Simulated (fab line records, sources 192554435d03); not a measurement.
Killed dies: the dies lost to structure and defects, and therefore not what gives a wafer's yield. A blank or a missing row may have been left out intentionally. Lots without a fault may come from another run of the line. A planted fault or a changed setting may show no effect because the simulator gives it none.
Which tool is to blame?	flow n5Finfet	36 wafers from 12 lots sampled at 6 of the route's 1938 steps

## WHAT THE GAUGES SHOWED, per wafer
N5_STI_FIN_REVEAL_THK_MEAS_05.
lot	measured	on	thkNm (nm)
L075	day 2 19:56	filmMetro-01	131.5 130.2 130.3
L077	day 3 04:35	filmMetro-01	131.8 133.4 131.9
L079	day 3 14:38	filmMetro-02	130.6 129.9 130.5
L081	day 4 03:12	filmMetro-02	133.4 132.5 133.6
L083	day 4 16:11	filmMetro-01	132.7 131.8 132.1
L085	day 5 04:25	filmMetro-01	132.3 131.5 131.8
L087	day 5 17:34	filmMetro-02	133.1 133.3 132.3
L089	day 6 04:53	filmMetro-02	131.0 129.9 130.8
L091	day 6 15:09	filmMetro-02	131.9 131.3 131.3
L093	day 7 09:14	filmMetro-02	133.6 132.0 133.3
L095	day 7 16:08	filmMetro-02	131.5 130.3 131.3
L097	day 8 03:26	filmMetro-01	131.8 131.6 133.5

## WHAT TOOL EACH LOT RAN ON (gives the tool, then ch and the chambers of the sampled wafers, and finally the start)
lot	N5_WELL_APT_RTA_34	N5_PMOS_HMC_CHANNEL_EPI_CMP_21	N5_FIN_SAQP_FIN_ETCH_36	N5_FIN_CUT_CUT_ETCH_28	N5_STI_FIN_REVEAL_ALD_14
L075	rtpAnneal-01 ch 0, day 1 23:21	cmp-04 ch 1,2, day 2 03:18	rieSi-03 ch 1,2,3, day 2 10:47	rieSi-04 ch 1,2,3, day 2 12:38	aldSin-03 ch 0,1,3, day 2 13:58
L077	rtpAnneal-01 ch 0, day 2 10:01	cmp-02 ch 0,3, day 2 14:11	rieSi-06 ch 1,3, day 2 20:29	rieSi-04 ch 1,2, day 2 21:59	aldSin-02 ch 0,1,3, day 2 22:40
L079	rtpAnneal-01 ch 0, day 2 21:56	cmp-02 ch 0,1,2, day 3 01:19	rieSi-03 ch 0,2, day 3 07:37	rieSi-04 ch 0,1, day 3 08:59	aldSin-01 ch 0,1,2, day 3 09:17
L081	rtpAnneal-01 ch 0, day 3 09:55	cmp-04 ch 1,2,3, day 3 13:46	rieSi-01 ch 1,2,3, day 3 20:11	rieSi-05 ch 0,1,3, day 3 21:33	aldSin-01 ch 0,2,3, day 3 21:52
L083	rtpAnneal-01 ch 0, day 3 22:06	cmp-04 ch 2,3, day 4 01:57	rieSi-06 ch 0,1, day 4 08:31	rieSi-04 ch 0,1, day 4 09:53	aldSin-01 ch 0,3, day 4 10:52
L085	rtpAnneal-01 ch 0, day 4 10:10	cmp-03 ch 0,2,3, day 4 14:21	rieSi-06 ch 2,3, day 4 20:37	rieSi-05 ch 0,1,3, day 4 21:59	aldSin-02 ch 0,2,3, day 4 23:02
L087	rtpAnneal-01 ch 0, day 4 21:56	cmp-04 ch 1,2, day 5 01:51	rieSi-06 ch 0,1,2, day 5 10:08	rieSi-02 ch 0,1, day 5 11:39	aldSin-03 ch 0,2, day 5 12:11
L089	rtpAnneal-01 ch 0, day 5 10:05	cmp-03 ch 2,3, day 5 14:26	rieSi-01 ch 0,1,2, day 5 20:52	rieSi-04 ch 1,3, day 5 23:05	aldSin-03 ch 0,3, day 5 23:32
L091	rtpAnneal-01 ch 0, day 5 22:04	cmp-04 ch 0,2,3, day 6 01:55	rieSi-03 ch 1,2, day 6 08:08	rieSi-05 ch 2,3, day 6 09:30	aldSin-03 ch 0,1, day 6 09:49
L093	rtpAnneal-02 ch 0, day 6 14:37	cmp-04 ch 0,2,3, day 6 19:15	rieSi-06 ch 1,3, day 7 01:59	rieSi-04 ch 1,2, day 7 03:29	aldSin-01 ch 1,2,3, day 7 03:52
L095	rtpAnneal-01 ch 0, day 6 22:19	cmp-04 ch 1,2,3, day 7 02:17	rieSi-03 ch 0,3, day 7 08:35	rieSi-04 ch 0,2, day 7 10:23	aldSin-01 ch 0,3, day 7 10:48
L097	rtpAnneal-01 ch 0, day 7 10:04	cmp-04 ch 1,3, day 7 13:31	rieSi-03 ch 1,2,3, day 7 19:57	rieSi-05 ch 1,3, day 7 21:19	aldSin-03 ch 0,1,2, day 7 21:43
- N5_WELL_APT_RTA_34: time 10 s.
- N5_PMOS_HMC_CHANNEL_EPI_CMP_21: polishes SiGe30, target thk 54 nm.
- N5_FIN_SAQP_FIN_ETCH_36: etches the open film in HBr/Cl2/O2, target depth 120 nm, time 50.4 s.
- N5_FIN_CUT_CUT_ETCH_28: etches Si in HBr/Cl2/O2, target depth 6 nm, time 2.4 s.
- N5_STI_FIN_REVEAL_ALD_14: deposits Si3N4, target thk 3 nm.

## THE ANSWER, worked out from the rows above alone
Rule: the lots themselves supply what counts as usual. The widest of any qualifying gaps counts: lots, ordered by their means at a reading, are off when they make up no more than a third of the lots, leave a main group of 4 or more, and stand apart from it by 3 or more times the standard deviation of that group's means. A main group is skipped when, at the precision printed for the reading in the tables above, its means are all equal. A lot without any number at a reading at which 4 lots or more have one is off too. Where the step has rows for the other lots, those lots are counted as sound.
No lot is off on any of the readings shown, so nothing can be concluded from this.

## WHAT WAS PUT IN BY THE SIMULATOR
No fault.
